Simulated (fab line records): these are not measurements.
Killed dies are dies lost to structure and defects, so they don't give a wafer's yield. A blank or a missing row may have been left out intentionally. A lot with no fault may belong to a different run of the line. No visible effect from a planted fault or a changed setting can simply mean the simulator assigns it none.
Which of the tools did it? :: flow n5_finfet :: 72 wafers from 24 lots sampled at 3 of the route's 1938 steps

WHAT EACH GAUGE READ, for each wafer
N5_BEOL_M8_RS_MEAS_57: measurement is done with a four-point probe. Usual: M8_RS typically reads 0.284 ohm/sq, with standard deviation 0.0077.
lot: L074
measured: day 9 04:48
on: film_metro-02
M8_RS (ohm/sq): 0.309 0.303 0.289
flag: 

lot: L075
measured: day 10 08:58
on: film_metro-01
M8_RS (ohm/sq): 0.287 0.290 0.287
flag: 

lot: L076
measured: day 10 18:05
on: film_metro-01
M8_RS (ohm/sq): 0.296 0.292 0.295
flag: 

lot: L077
measured: day 10 19:02
on: film_metro-01
M8_RS (ohm/sq): 0.279 0.287 0.282
flag: 

lot: L078
measured: day 11 03:32
on: film_metro-02
M8_RS (ohm/sq): 0.284 0.302 0.292
flag: 

lot: L079
measured: day 11 15:26
on: film_metro-01
M8_RS (ohm/sq): 0.275 0.280 0.284
flag: 

lot: L080
measured: day 11 15:40
on: film_metro-01
M8_RS (ohm/sq): 0.279 0.276 0.281
flag: 

lot: L082
measured: day 11 22:31
on: film_metro-02
M8_RS (ohm/sq): 0.288 0.287 0.282
flag: 

lot: L085
measured: day 12 03:50
on: film_metro-02
M8_RS (ohm/sq): 0.287 0.282 0.278
flag: 

lot: L081
measured: day 12 04:17
on: film_metro-02
M8_RS (ohm/sq): 0.270 0.288 0.272
flag: 

lot: L083
measured: day 12 14:01
on: film_metro-02
M8_RS (ohm/sq): 0.294 0.288 0.279
flag: 

lot: L084
measured: day 12 18:04
on: film_metro-02
M8_RS (ohm/sq): 0.279 0.282 0.272
flag: 

lot: L087
measured: day 12 23:20
on: film_metro-02
M8_RS (ohm/sq): 0.273 0.286 0.280
flag: 

lot: L088
measured: day 12 23:36
on: film_metro-01
M8_RS (ohm/sq): 0.269 0.282 0.277
flag: 

lot: L086
measured: day 12 23:52
on: film_metro-01
M8_RS (ohm/sq): 0.290 0.275 0.283
flag: 

lot: L089
measured: day 13 14:46
on: film_metro-02
M8_RS (ohm/sq): 0.278 0.277 0.267
flag: 

lot: L090
measured: day 14 04:59
on: film_metro-01
M8_RS (ohm/sq): 0.288 0.296 0.292
flag: 

lot: L093
measured: day 14 09:27
on: film_metro-01
M8_RS (ohm/sq): 0.284 0.281 0.279
flag: 

lot: L091
measured: day 14 09:45
on: film_metro-01
M8_RS (ohm/sq): 0.288 0.280 0.283
flag: 

lot: L092
measured: day 14 20:03
on: film_metro-01
M8_RS (ohm/sq): 0.281 0.294 0.295
flag: 

lot: L094
measured: day 15 00:33
on: film_metro-02
M8_RS (ohm/sq): 0.272 0.289 0.287
flag: 

lot: L095
measured: day 16 02:52
on: film_metro-02
M8_RS (ohm/sq): 0.285 0.282 0.290
flag: 

lot: L097
measured: day 16 04:52
on: film_metro-02
M8_RS (ohm/sq): 0.278 0.279 0.280
flag: 

lot: L096
measured: day 16 05:19
on: film_metro-02
M8_RS (ohm/sq): 0.276 0.280 0.280
flag: 

N5_BEOL_M9_OVL_MEAS_29. Usual: V8_OVL typically reads 0.2 nm, with standard deviation 0.57.
lot: L074
measured: day 9 10:25
on: overlay-01
V8_OVL (nm): 0.7 0.2 0.2
flag: 

lot: L075
measured: day 10 15:09
on: overlay-01
V8_OVL (nm): 0.4 0.7 0.8
flag: 

lot: L076
measured: day 11 00:50
on: overlay-01
V8_OVL (nm): 0.5 0.6 0.0
flag: 

lot: L077
measured: day 11 01:03
on: overlay-01
V8_OVL (nm): -0.2 0.1 -0.2
flag: 

lot: L078
measured: day 11 05:52
on: overlay-01
V8_OVL (nm): 0.4 0.4 0.9
flag: 

lot: L079
measured: day 12 02:09
on: overlay-02
V8_OVL (nm): -0.3 -0.4 -0.5
flag: 

lot: L080
measured: day 12 01:56
on: overlay-02
V8_OVL (nm): -0.2 -0.2 0.6
flag: 

lot: L082
measured: day 12 02:20
on: overlay-01
V8_OVL (nm): 0.2 -0.1 -0.3
flag: 

lot: L085
measured: day 12 06:42
on: overlay-02
V8_OVL (nm): -0.9 -0.8 -0.3
flag: 

lot: L081
measured: day 12 09:57
on: overlay-01
V8_OVL (nm): 0.3 0.6 0.1
flag: 

lot: L083
measured: day 12 17:56
on: overlay-01
V8_OVL (nm): 0.3 1.1 1.1
flag: 

lot: L084
measured: day 12 21:04
on: overlay-02
V8_OVL (nm): -0.5 -0.5 -0.1
flag: 

lot: L087
measured: day 13 06:04
on: overlay-02
V8_OVL (nm): 0.4 -0.5 0.7
flag: 

lot: L088
measured: day 13 06:07
on: overlay-02
V8_OVL (nm): 1.0 0.1 -0.1
flag: 

lot: L086
measured: day 13 06:09
on: overlay-02
V8_OVL (nm): 0.4 0.7 1.0
flag: 

lot: L089
measured: day 13 18:33
on: overlay-02
V8_OVL (nm): -0.1 0.2 -0.1
flag: 

lot: L090
measured: day 14 10:32
on: overlay-01
V8_OVL (nm): 0.2 1.2 1.0
flag: 

lot: L093
measured: day 14 15:58
on: overlay-01
V8_OVL (nm): 0.0 -0.7 -1.0
flag: 

lot: L091
measured: day 14 15:48
on: overlay-02
V8_OVL (nm): -0.4 -0.4 -0.1
flag: 

lot: L092
measured: day 15 04:16
on: overlay-02
V8_OVL (nm): 0.0 1.1 0.3
flag: 

lot: L094
measured: day 15 06:55
on: overlay-01
V8_OVL (nm): 0.4 0.0 0.4
flag: 

lot: L095
measured: day 16 06:14
on: overlay-01
V8_OVL (nm): 1.6 0.8 0.9
flag: 

lot: L097
measured: day 16 13:01
on: overlay-02
V8_OVL (nm): -0.9 -0.3 -0.3
flag: 

lot: L096
measured: day 16 12:45
on: overlay-01
V8_OVL (nm): 0.5 0.0 0.2
flag: 

TOOL THAT RAN EACH LOT (tool first, then ch and the chambers of the sampled wafers, then the start)
lot: L074
N5_BEOL_M9_DESCUM_16: rie_diel-04 ch 0,2, day 9 07:22

lot: L075
N5_BEOL_M9_DESCUM_16: rie_diel-04 ch 0,2,3, day 10 12:55

lot: L076
N5_BEOL_M9_DESCUM_16: rie_diel-04 ch 0,3, day 10 22:41

lot: L077
N5_BEOL_M9_DESCUM_16: rie_diel-04 ch 0,2,3, day 10 22:56

lot: L078
N5_BEOL_M9_DESCUM_16: rie_diel-04 ch 0,2, day 11 04:57

lot: L079
N5_BEOL_M9_DESCUM_16: rie_diel-03 ch 0,1,3, day 11 20:59

lot: L080
N5_BEOL_M9_DESCUM_16: rie_diel-03 ch 2,3, day 11 21:14

lot: L082
N5_BEOL_M9_DESCUM_16: rie_diel-03 ch 0,1, day 12 00:32

lot: L085
N5_BEOL_M9_DESCUM_16: rie_diel-03 ch 0,1, day 12 05:35

lot: L081
N5_BEOL_M9_DESCUM_16: rie_diel-03 ch 0,1,2, day 12 07:20

lot: L083
N5_BEOL_M9_DESCUM_16: rie_diel-02 ch 2,3, day 12 16:17

lot: L084
N5_BEOL_M9_DESCUM_16: rie_diel-02 ch 0,1,3, day 12 19:51

lot: L087
N5_BEOL_M9_DESCUM_16: rie_diel-03 ch 0,2, day 13 04:19

lot: L088
N5_BEOL_M9_DESCUM_16: rie_diel-03 ch 1,2, day 13 04:34

lot: L086
N5_BEOL_M9_DESCUM_16: rie_diel-04 ch 1,2,3, day 13 05:03

lot: L089
N5_BEOL_M9_DESCUM_16: rie_diel-02 ch 1,2,3, day 13 16:44

lot: L090
N5_BEOL_M9_DESCUM_16: rie_diel-03 ch 1,3, day 14 07:30

lot: L093
N5_BEOL_M9_DESCUM_16: rie_diel-03 ch 0,1,3, day 14 12:22

lot: L091
N5_BEOL_M9_DESCUM_16: rie_diel-04 ch 1,2,3, day 14 12:22

lot: L092
N5_BEOL_M9_DESCUM_16: rie_diel-03 ch 0,1,2, day 15 00:12

lot: L094
N5_BEOL_M9_DESCUM_16: rie_diel-04 ch 0,1, day 15 05:29

lot: L095
N5_BEOL_M9_DESCUM_16: rie_diel-04 ch 0,2, day 16 04:48

lot: L097
N5_BEOL_M9_DESCUM_16: rie_diel-04 ch 0,1, day 16 08:16

lot: L096
N5_BEOL_M9_DESCUM_16: rie_diel-03 ch 0,1, day 16 08:17
- N5_BEOL_M9_DESCUM_16: chemistry O2, time 7.9 s.

AS READ BY THE TOOLS THEMSELVES (means over the sampled wafers that have a number; for cases with no such wafer, the mark the record gives instead)
N5_BEOL_M9_DESCUM_16. Usual: drypump_motor_current_A 5.8 A, standard deviation 0.34; o2_flow_sccm 225.0 sccm, standard deviation 0.66; oes_product_au 0.77 a.u., standard deviation 0.085; rf_vpp_V 243.0 V, standard deviation 1.3; showerhead_plenum_p_Torr 2.08 Torr, standard deviation 0.084; throttle_valve_pct 20.39 %, standard deviation 0.21.
lot: L074
tool: rie_diel-04
drypump_motor_current_A (A): 5.7
o2_flow_sccm (sccm): 225.0
oes_product_au (a.u.): 0.72
rf_vpp_V (V): 242.3
showerhead_plenum_p_Torr (Torr): 2.03
throttle_valve_pct (%): 20.35
flag: 

lot: L075
tool: rie_diel-04
drypump_motor_current_A (A): 5.9
o2_flow_sccm (sccm): 224.4
oes_product_au (a.u.): 0.76
rf_vpp_V (V): 243.4
showerhead_plenum_p_Torr (Torr): 2.09
throttle_valve_pct (%): 20.47
flag: 

lot: L076
tool: rie_diel-04
drypump_motor_current_A (A): 5.8
o2_flow_sccm (sccm): 224.5
oes_product_au (a.u.): 0.74
rf_vpp_V (V): 242.3
showerhead_plenum_p_Torr (Torr): 2.05
throttle_valve_pct (%): 20.57
flag: 

lot: L077
tool: rie_diel-04
drypump_motor_current_A (A): 5.9
o2_flow_sccm (sccm): 225.8
oes_product_au (a.u.): 0.75
rf_vpp_V (V): 243.2
showerhead_plenum_p_Torr (Torr): 2.08
throttle_valve_pct (%): 20.48
flag: 

lot: L078
tool: rie_diel-04
drypump_motor_current_A (A): 5.6
o2_flow_sccm (sccm): 224.7
oes_product_au (a.u.): 0.70
rf_vpp_V (V): 241.7
showerhead_plenum_p_Torr (Torr): 1.99
throttle_valve_pct (%): 20.46
flag: 

lot: L079
tool: rie_diel-03
drypump_motor_current_A (A): 5.7
o2_flow_sccm (sccm): 225.4
oes_product_au (a.u.): 0.76
rf_vpp_V (V): 243.0
showerhead_plenum_p_Torr (Torr): 2.09
throttle_valve_pct (%): 20.26
flag: 

lot: L080
tool: rie_diel-03
drypump_motor_current_A (A): 5.7
o2_flow_sccm (sccm): 225.1
oes_product_au (a.u.): 0.70
rf_vpp_V (V): 243.4
showerhead_plenum_p_Torr (Torr): 2.10
throttle_valve_pct (%): 20.48
flag: 

lot: L082
tool: rie_diel-03
drypump_motor_current_A (A): 5.8
o2_flow_sccm (sccm): 224.8
oes_product_au (a.u.): 0.78
rf_vpp_V (V): 241.8
showerhead_plenum_p_Torr (Torr): 2.06
throttle_valve_pct (%): 20.17
flag: 

lot: L085
tool: rie_diel-03
drypump_motor_current_A (A): 5.8
o2_flow_sccm (sccm): 224.9
oes_product_au (a.u.): 0.78
rf_vpp_V (V): 243.3
showerhead_plenum_p_Torr (Torr): 2.06
throttle_valve_pct (%): 20.18
flag: 

lot: L081
tool: rie_diel-03
drypump_motor_current_A (A): 5.9
o2_flow_sccm (sccm): 225.5
oes_product_au (a.u.): 0.77
rf_vpp_V (V): 242.6
showerhead_plenum_p_Torr (Torr): 2.03
throttle_valve_pct (%): 20.28
flag: 

lot: L083
tool: rie_diel-02
drypump_motor_current_A (A): 5.2
o2_flow_sccm (sccm): 224.7
oes_product_au (a.u.): 0.71
rf_vpp_V (V): 241.7
showerhead_plenum_p_Torr (Torr): 2.02
throttle_valve_pct (%): 20.87
flag: 

lot: L084
tool: rie_diel-02
drypump_motor_current_A (A): 5.7
o2_flow_sccm (sccm): 225.1
oes_product_au (a.u.): 0.85
rf_vpp_V (V): 243.3
showerhead_plenum_p_Torr (Torr): 2.05
throttle_valve_pct (%): 20.37
flag: 

lot: L087
tool: rie_diel-03
drypump_motor_current_A (A): 6.0
o2_flow_sccm (sccm): 224.9
oes_product_au (a.u.): 0.76
rf_vpp_V (V): 242.5
showerhead_plenum_p_Torr (Torr): 2.00
throttle_valve_pct (%): 20.38
flag: 

lot: L088
tool: rie_diel-03
drypump_motor_current_A (A): 5.9
o2_flow_sccm (sccm): 225.3
oes_product_au (a.u.): 0.74
rf_vpp_V (V): 241.3
showerhead_plenum_p_Torr (Torr): 2.02
throttle_valve_pct (%): 20.41
flag: 

lot: L086
tool: rie_diel-04
drypump_motor_current_A (A): 5.8
o2_flow_sccm (sccm): 225.0
oes_product_au (a.u.): 0.83
rf_vpp_V (V): 243.5
showerhead_plenum_p_Torr (Torr): 2.14
throttle_valve_pct (%): 20.39
flag: 

lot: L089
tool: rie_diel-02
drypump_motor_current_A (A): 5.7
o2_flow_sccm (sccm): 225.2
oes_product_au (a.u.): 0.78
rf_vpp_V (V): 242.7
showerhead_plenum_p_Torr (Torr): 2.03
throttle_valve_pct (%): 20.54
flag: 

lot: L090
tool: rie_diel-03
drypump_motor_current_A (A): 5.6
o2_flow_sccm (sccm): 224.6
oes_product_au (a.u.): 0.72
rf_vpp_V (V): 243.2
showerhead_plenum_p_Torr (Torr): 2.10
throttle_valve_pct (%): 20.31
flag: 

lot: L093
tool: rie_diel-03
drypump_motor_current_A (A): 5.7
o2_flow_sccm (sccm): 224.6
oes_product_au (a.u.): 0.74
rf_vpp_V (V): 242.9
showerhead_plenum_p_Torr (Torr): 2.08
throttle_valve_pct (%): 20.29
flag: 

lot: L091
tool: rie_diel-04
drypump_motor_current_A (A): 5.8
o2_flow_sccm (sccm): 225.1
oes_product_au (a.u.): 0.81
rf_vpp_V (V): 244.5
showerhead_plenum_p_Torr (Torr): 2.14
throttle_valve_pct (%): 20.42
flag: 

lot: L092
tool: rie_diel-03
drypump_motor_current_A (A): 5.9
o2_flow_sccm (sccm): 225.1
oes_product_au (a.u.): 0.76
rf_vpp_V (V): 242.0
showerhead_plenum_p_Torr (Torr): 2.02
throttle_valve_pct (%): 20.30
flag: 

lot: L094
tool: rie_diel-04
drypump_motor_current_A (A): 5.3
o2_flow_sccm (sccm): 224.7
oes_product_au (a.u.): 0.94
rf_vpp_V (V): 244.6
showerhead_plenum_p_Torr (Torr): 2.17
throttle_valve_pct (%): 20.22
flag: 

lot: L095
tool: rie_diel-04
drypump_motor_current_A (A): 5.7
o2_flow_sccm (sccm): 225.2
oes_product_au (a.u.): 0.78
rf_vpp_V (V): 243.1
showerhead_plenum_p_Torr (Torr): 2.10
throttle_valve_pct (%): 20.28
flag: 

lot: L097
tool: rie_diel-04
drypump_motor_current_A (A): 5.4
o2_flow_sccm (sccm): 225.1
oes_product_au (a.u.): 0.93
rf_vpp_V (V): 244.0
showerhead_plenum_p_Torr (Torr): 2.19
throttle_valve_pct (%): 20.21
flag: 

lot: L096
tool: rie_diel-03
drypump_motor_current_A (A): 5.8
o2_flow_sccm (sccm): 224.9
oes_product_au (a.u.): 0.78
rf_vpp_V (V): 242.6
showerhead_plenum_p_Torr (Torr): 2.03
throttle_valve_pct (%): 20.21
flag: 

THE ANSWER, worked out from the rows above alone
Rule: lot off if the mean of its wafers having a number is beyond 3 standard deviations from the usual mean. A lot without any number at a reading at which 4 lots or more have one is off too. Any other lot the step has rows for is counted as sound. Order of review: gauges by route order, followed by the tools' own readings, for which a lot's mean as printed above is used. The first step at which some lot is off is used, and at that step the reading that is off furthest; a lot without a number counts as furthest.
None of the lots is off at any reading shown; this tells nothing.

WHAT THE SIMULATOR HAD PUT IN
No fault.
